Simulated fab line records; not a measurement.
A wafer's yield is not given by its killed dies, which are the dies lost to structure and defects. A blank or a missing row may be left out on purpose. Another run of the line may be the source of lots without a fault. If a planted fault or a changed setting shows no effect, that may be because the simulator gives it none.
fab line records	flow nandHarc
record: lots: 6	wafers: 18	lastDay: 26
route steps=1159 shown A_ZERO_WELL@412 A_SOURCE_PLATE@413 A_ONON_D1@424 END@1159
lots that met no fault: taken from a fault-free run of the same line
startH: the number of hours between the record's first day and the start of the first shown wafer of the lot	waitH: time in hours since the lot's previous step	" identical to the entry in the row above	L1.1+2: a row that stands for several wafers	- value missing, or start not given	* or withheld: withheld	< > ~ a bound
route shown NAME@n: names a module that has steps shown in the file, with the first one's number in the route	usual: mean and standard deviation over wafers with no fault	same: alike in all rows	chamber/n: place in a boat	sites: each site's reading	_std_site: how widely they spread, as a standard deviation	_edge_site: mean of outer sites minus mean of inner sites	radiusMm: for every site, how far away it sits from the centre of the wafer	mask NAME#n: copy n	behind: the last tool/chamber to shape the wafer	hold: cause of the lot's hold/its duration in hours/its outcome	device: names the non-switching transistor (n, p or np)	end of line: tests run on the same wafers once the route is complete	a step without rows: its recipe alone	killed: not the wafer's yield, but the dies lost to structure and defects at the first sort	map: a wafer's dies, marking killed ones x, the rest . and places with no die _
set.NAME: setting as actually run; set.NAME@STEP: the setting as run at that earlier step	model.NAME: the simulator's own value behind a step, which no gauge read
a table for each step, a row for each wafer; lots at some steps of the route
services: from which hour (startH, from the record's first day; less than 0 if before it) a tool's chamber was out of use, for how many hours, and why
== steps ==
step: NHARC_A_ZERO_WELL_INSPECT_17
usual: rawDefectCount: 13/6.4
lot.wafer	tool	chamber	startH	waitH	rawDefectCount
L864.1	defectInspect-01	-	166.97	0.2	16
L864.5	"	-	"	"	9
L864.6	"	-	"	"	34
L865.2	defectInspect-01	-	174.26	0.1	9
L865.3	"	-	"	"	12
L865.6	"	-	"	"	6
L871.1	defectInspect-01	-	211.42	0.2	22
L871.5	"	-	"	"	9
L871.6	"	-	"	"	17
L874.3	defectInspect-01	-	226.02	0.1	19
L874.4	"	-	"	"	7
L874.6	"	-	"	"	5
L879.2	defectInspect-01	-	248.83	0.1	18
L879.3	"	-	"	"	9
L879.5	"	-	"	"	16
L882.3	defectInspect-02	-	273.99	0.1	17
L882.4	"	-	"	"	21
L882.5	"	-	"	"	9
step: NHARC_A_SOURCE_PLATE_PRECLEAN_00
recipe: timeS: 60	chemistry: HF-LAST
step: NHARC_A_SOURCE_PLATE_SRD_01
step: NHARC_A_SOURCE_PLATE_OXIDE_02
recipe: targetThkA: 100	tempC: 900	oxTimeS: 1362	material: SiO2
step: NHARC_A_SOURCE_PLATE_THK_MEAS_09
recipe: thkMeasGauge: ellipsometry
usual: thkNm: 9.7/1
lot.wafer	tool	chamber	startH	waitH	thkNm
L864.1	filmMetro-01	-	174.41	0.4	8.9
L864.5	"	-	"	"	9.5
L864.6	"	-	"	"	7.3
L865.2	filmMetro-02	-	181.64	0.4	9.6
L865.3	"	-	"	"	9.5
L865.6	"	-	"	"	9.4
L871.1	filmMetro-02	-	218.26	0.4	9.3
L871.5	"	-	"	"	10.0
L871.6	"	-	"	"	10.7
L874.3	filmMetro-02	-	233.25	0.4	11.1
L874.4	"	-	"	"	8.3
L874.6	"	-	"	"	9.1
L879.2	filmMetro-01	-	255.90	0.4	9.3
L879.3	"	-	"	"	11.0
L879.5	"	-	"	"	8.3
L882.3	filmMetro-01	-	279.57	0.4	10.4
L882.4	"	-	"	"	9.0
L882.5	"	-	"	"	10.1
step: NHARC_A_SOURCE_PLATE_PVD_04
recipe: targetThkA: 500	material: WSi2
step: NHARC_A_SOURCE_PLATE_CVD_03
recipe: targetThkA: 2000	tempC: 620	pressureMtorr: 200	timeS: 4000	material: poly-Si
step: NHARC_A_SOURCE_PLATE_ANNEAL_05
recipe: tempC: 850	timeS: 1800
step: NHARC_A_SOURCE_PLATE_THK_MEAS_06
recipe: thkMeasGauge: ellipsometry
usual: thkNm: 200.4/2
lot.wafer	tool	chamber	startH	waitH	thkNm
L864.1	filmMetro-01	-	188.05	0.4	203.4
L864.5	"	-	"	"	200.3
L864.6	"	-	"	"	203.3
L865.2	filmMetro-02	-	201.03	0.4	201.3
L865.3	"	-	"	"	202.1
L865.6	"	-	"	"	199.4
L871.1	filmMetro-01	-	231.36	0.4	201.2
L871.5	"	-	"	"	199.5
L871.6	"	-	"	"	200.5
L874.3	filmMetro-01	-	246.83	0.4	198.7
L874.4	"	-	"	"	198.1
L874.6	"	-	"	"	199.8
L879.2	filmMetro-01	-	270.42	0.4	200.7
L879.3	"	-	"	"	202.2
L879.5	"	-	"	"	200.4
L882.3	filmMetro-01	-	292.50	0.4	197.2
L882.4	"	-	"	"	198.0
L882.5	"	-	"	"	198.2
step: NHARC_A_SOURCE_PLATE_INSPECT_08
usual: rawDefectCount: 70/27
lot.wafer	tool	chamber	startH	waitH	rawDefectCount
L864.1	defectInspect-02	-	188.12	0.0	66
L864.5	"	-	"	"	44
L864.6	"	-	"	"	50
L865.2	defectInspect-01	-	201.09	0.0	73
L865.3	"	-	"	"	69
L865.6	"	-	"	"	84
L871.1	defectInspect-01	-	231.42	0.0	59
L871.5	"	-	"	"	81
L871.6	"	-	"	"	76
L874.3	defectInspect-01	-	246.92	0.0	70
L874.4	"	-	"	"	77
L874.6	"	-	"	"	57
L879.2	defectInspect-01	-	270.53	0.0	112
L879.3	"	-	"	"	74
L879.5	"	-	"	"	69
L882.3	defectInspect-02	-	292.59	0.0	54
L882.4	"	-	"	"	52
L882.5	"	-	"	"	52
step: NHARC_A_ONON_D1_DEP_00
recipe: targetThkA: 10000	n2FlowSccm: 2750	n2oFlowSccm: 2000	nh3FlowSccm: 500	sih4FlowSccm: 210	tempC: 400
usual: n2FlowSccm: 2748/7.4
lot.wafer	tool	chamber	startH	waitH	n2FlowSccm
L864.1	pecvdOnon-02	0	188.18	0.1	2745
L864.5	"	0	"	"	2742
L864.6	"	0	"	"	2740
L865.2	pecvdOnon-02	0	201.22	0.1	2744
L865.3	"	0	"	"	2751
L865.6	"	0	"	"	2750
L871.1	pecvdOnon-02	0	231.49	0.1	2759
L871.5	"	0	"	"	2764
L871.6	"	0	"	"	2754
L874.3	pecvdOnon-01	0	247.12	0.2	2758
L874.4	"	0	"	"	2745
L874.6	"	0	"	"	2740
L879.2	pecvdOnon-04	0	270.65	0.1	2749
L879.3	"	0	"	"	2741
L879.5	"	0	"	"	2751
L882.3	pecvdOnon-01	0	292.77	0.2	2745
L882.4	"	0	"	"	2747
L882.5	"	0	"	"	2748
step: NHARC_A_ONON_D1_THK_MEAS_02
recipe: thkMeasGauge: ellipsometry
usual: thkNm: 999/9.7
lot.wafer	tool	chamber	startH	waitH	thkNm
L864.1	filmMetro-01	-	188.69	-	975
L864.5	"	-	"	"	977
L864.6	"	-	"	"	974
L865.2	filmMetro-02	-	201.67	-	585
L865.3	"	-	"	"	587
L865.6	"	-	"	"	586
L871.1	filmMetro-02	-	232.00	-	609
L871.5	"	-	"	"	606
L871.6	"	-	"	"	606
L874.3	filmMetro-02	-	247.52	-	1005
L874.4	"	-	"	"	1005
L874.6	"	-	"	"	1004
L879.2	filmMetro-02	-	271.10	-	1006
L879.3	"	-	"	"	1005
L879.5	"	-	"	"	1006
L882.3	filmMetro-01	-	293.17	-	1003
L882.4	"	-	"	"	1002
L882.5	"	-	"	"	1004
step: NHARC_A_ONON_D1_DEP_03
recipe: targetThkA: 10000	n2FlowSccm: 2750	n2oFlowSccm: 2000	nh3FlowSccm: 500	sih4FlowSccm: 210	tempC: 400
step: NHARC_END_SORT_01
recipe: tempC: 25
usual: killedAtArray: 27/12	killedAtOther: 0.9/1.1	killedAtPeriphery: 3.2/2.4	killedDies: 31/12	killedOpen: 3.3/1.7	killedShort: 2.0/1.6
same: grossDies: 677
lot.wafer	tool	chamber	startH	waitH	killedAtArray	killedAtOther	killedAtPeriphery	killedDies	killedOpen	killedShort
L865.2	prober-02	0	564.29	2.8	662	1	14	677	4	2
L865.3	prober-02	0	565.09	3.1	666	0	11	677	3	5
L865.6	prober-02	0	567.47	4.0	666	0	11	677	0	1
L871.1	prober-02	0	586.87	2.5	677	0	0	677	1	4
L871.5	prober-02	0	590.07	3.7	673	0	4	677	6	2
L871.6	prober-02	0	590.87	4.0	675	0	2	677	2	1
killed by level:class
L865.2 A_ONON_D1:areaDep=649 A_CHANNEL_HOLE_D1:chamberFilmFlake=7 P_M1:chamberFilmFlake=6 P_CONTACT:chamberFilmFlake=4 A_CONTACT:geometricParticle:open=2 P_STI:chamberFilmFlake=2 A_CONTACT:chamberFilmFlake=2 P_STI:geometricParticle:open=1
L865.3 A_ONON_D1:areaDep=656 P_CONTACT:chamberFilmFlake=4 P_M1:chamberFilmFlake=3 A_ZERO_WELL:chamberFilmFlake=3 A_WL_FILL:geometricParticle:short=2 P_STI:chamberFilmFlake=2 P_M0:geometricParticle:short=1 P_M2:geometricParticle:open=1
L865.6 A_ONON_D1:areaDep=657 P_CONTACT:chamberFilmFlake=7 P_GATE:chamberFilmFlake=2 P_M1:chamberFilmFlake=2 A_ZERO_WELL:chamberFilmFlake=2 A_CHANNEL_HOLE_D1:chamberFilmFlake=2 A_WL_FILL:chamberFilmFlake=2 A_CONTACT:chamberFilmFlake=2
L871.1 A_ONON_D1:areaDep=656 A_CONTACT:chamberFilmFlake=7 A_CHANNEL_HOLE_D1:chamberFilmFlake=6 A_ONON_D1:geometricParticle:short=4 A_STAIRCASE:chamberFilmFlake=2 A_CHANNEL_FILL_D1:geometricParticle:open=1 A_WL_FILL:chamberFilmFlake=1
L871.5 A_ONON_D1:areaDep=655 A_CHANNEL_HOLE_D1:chamberFilmFlake=4 A_CONTACT:chamberFilmFlake=4 A_BLC:geometricParticle:open=3 A_ONON_D1:geometricParticle:open=2 P_M0:chamberFilmFlake=2 A_STAIRCASE:chamberFilmFlake=2 P_GATE:geometricParticle:short=1
L871.6 A_ONON_D1:areaDep=653 A_CHANNEL_HOLE_D1:chamberFilmFlake=7 A_CONTACT:chamberFilmFlake=7 A_STAIRCASE:chamberFilmFlake=5 P_CONTACT:geometricParticle:open=1 P_CONTACT:geometricParticle:short=1 A_CHANNEL_HOLE_D1:geometricParticle:open=1 A_CHANNEL_FILL_D1:chamberFilmFlake=1
map L865.2 (x killed, . not)
____________x____________
_________xxxxxxx_________
_______xxxxxxxxxxx_______
______xxxxxxxxxxxxx______
_____xxxxxxxxxxxxxxx_____
____xxxxxxxxxxxxxxxxx____
____xxxxxxxxxxxxxxxxx____
___xxxxxxxxxxxxxxxxxxx___
___xxxxxxxxxxxxxxxxxxx___
__xxxxxxxxxxxxxxxxxxxxx__
__xxxxxxxxxxxxxxxxxxxxx__
_xxxxxxxxxxxxxxxxxxxxxxx_
_xxxxxxxxxxxxxxxxxxxxxxx_
_xxxxxxxxxxxxxxxxxxxxxxx_
_xxxxxxxxxxxxxxxxxxxxxxx_
_xxxxxxxxxxxxxxxxxxxxxxx_
xxxxxxxxxxxxxxxxxxxxxxxxx
xxxxxxxxxxxxxxxxxxxxxxxxx
xxxxxxxxxxxxxxxxxxxxxxxxx
xxxxxxxxxxxxxxxxxxxxxxxxx
xxxxxxxxxxxxxxxxxxxxxxxxx
_xxxxxxxxxxxxxxxxxxxxxxx_
_xxxxxxxxxxxxxxxxxxxxxxx_
_xxxxxxxxxxxxxxxxxxxxxxx_
_xxxxxxxxxxxxxxxxxxxxxxx_
_xxxxxxxxxxxxxxxxxxxxxxx_
__xxxxxxxxxxxxxxxxxxxxx__
__xxxxxxxxxxxxxxxxxxxxx__
___xxxxxxxxxxxxxxxxxxx___
___xxxxxxxxxxxxxxxxxxx___
____xxxxxxxxxxxxxxxxx____
____xxxxxxxxxxxxxxxxx____
_____xxxxxxxxxxxxxxx_____
______xxxxxxxxxxxxx______
_______xxxxxxxxxxx_______
_________xxxxxxx_________
____________x____________
map L871.1 (x killed, . not)
____________x____________
_________xxxxxxx_________
_______xxxxxxxxxxx_______
______xxxxxxxxxxxxx______
_____xxxxxxxxxxxxxxx_____
____xxxxxxxxxxxxxxxxx____
____xxxxxxxxxxxxxxxxx____
___xxxxxxxxxxxxxxxxxxx___
___xxxxxxxxxxxxxxxxxxx___
__xxxxxxxxxxxxxxxxxxxxx__
__xxxxxxxxxxxxxxxxxxxxx__
_xxxxxxxxxxxxxxxxxxxxxxx_
_xxxxxxxxxxxxxxxxxxxxxxx_
_xxxxxxxxxxxxxxxxxxxxxxx_
_xxxxxxxxxxxxxxxxxxxxxxx_
_xxxxxxxxxxxxxxxxxxxxxxx_
xxxxxxxxxxxxxxxxxxxxxxxxx
xxxxxxxxxxxxxxxxxxxxxxxxx
xxxxxxxxxxxxxxxxxxxxxxxxx
xxxxxxxxxxxxxxxxxxxxxxxxx
xxxxxxxxxxxxxxxxxxxxxxxxx
_xxxxxxxxxxxxxxxxxxxxxxx_
_xxxxxxxxxxxxxxxxxxxxxxx_
_xxxxxxxxxxxxxxxxxxxxxxx_
_xxxxxxxxxxxxxxxxxxxxxxx_
_xxxxxxxxxxxxxxxxxxxxxxx_
__xxxxxxxxxxxxxxxxxxxxx__
__xxxxxxxxxxxxxxxxxxxxx__
___xxxxxxxxxxxxxxxxxxx___
___xxxxxxxxxxxxxxxxxxx___
____xxxxxxxxxxxxxxxxx____
____xxxxxxxxxxxxxxxxx____
_____xxxxxxxxxxxxxxx_____
______xxxxxxxxxxxxx______
_______xxxxxxxxxxx_______
_________xxxxxxx_________
____________x____________
== services ==
tool	chamber	startH	hours	kind
pecvdOnon-01	-	195.20	13.0	pm
pecvdOnon-04	-	237.12	13.0	pm
pecvdOnon-02	-	292.11	13.0	pm
== key ==
firstSign: step: NHARC_A_ONON_D1_THK_MEAS_02	reading: thkNm	direction: down	sigmas: 42	usual: 999	struck: 597
effect: step: NHARC_END_SORT_01	reading: killedDies	direction: up	sigmas: 56	usual: 31	struck: 677
moreKillsBornAt: NHARC_A_ONON_D1_DEP_00@pecvdOnon-02: 3926
metAt NHARC_A_ONON_D1_DEP_00
struckWafers L865.2,L865.3,L865.6,L871.1,L871.5,L871.6
laterRowsLeftOut L865.2,L865.3,L865.6,L871.1,L871.5,L871.6
testerLeftOut L865,L871
onsetBetween 188.18 201.22
fault: kind: processParameterDrift	tool: pecvdOnon-02	chamber: 0	onsetH: 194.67	steps: NHARC_A_ONON_D1_DEP_00	channel: targetThkA	offset: *	shape: step	endH: 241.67	actsIn: *	stated: *
testerLeftOut: of these lots the tester's yield and bins aren't shown, on N5 and GAA mostly nor the transistor test; their killed dies are dies lost to structure and defects alone, not to doping, threshold or leakage, so they don't give the yield
laterRowsLeftOut: the simulator's readings of these wafers behind a module that went badly wrong aren't trusted and aren't shown, but for the sort
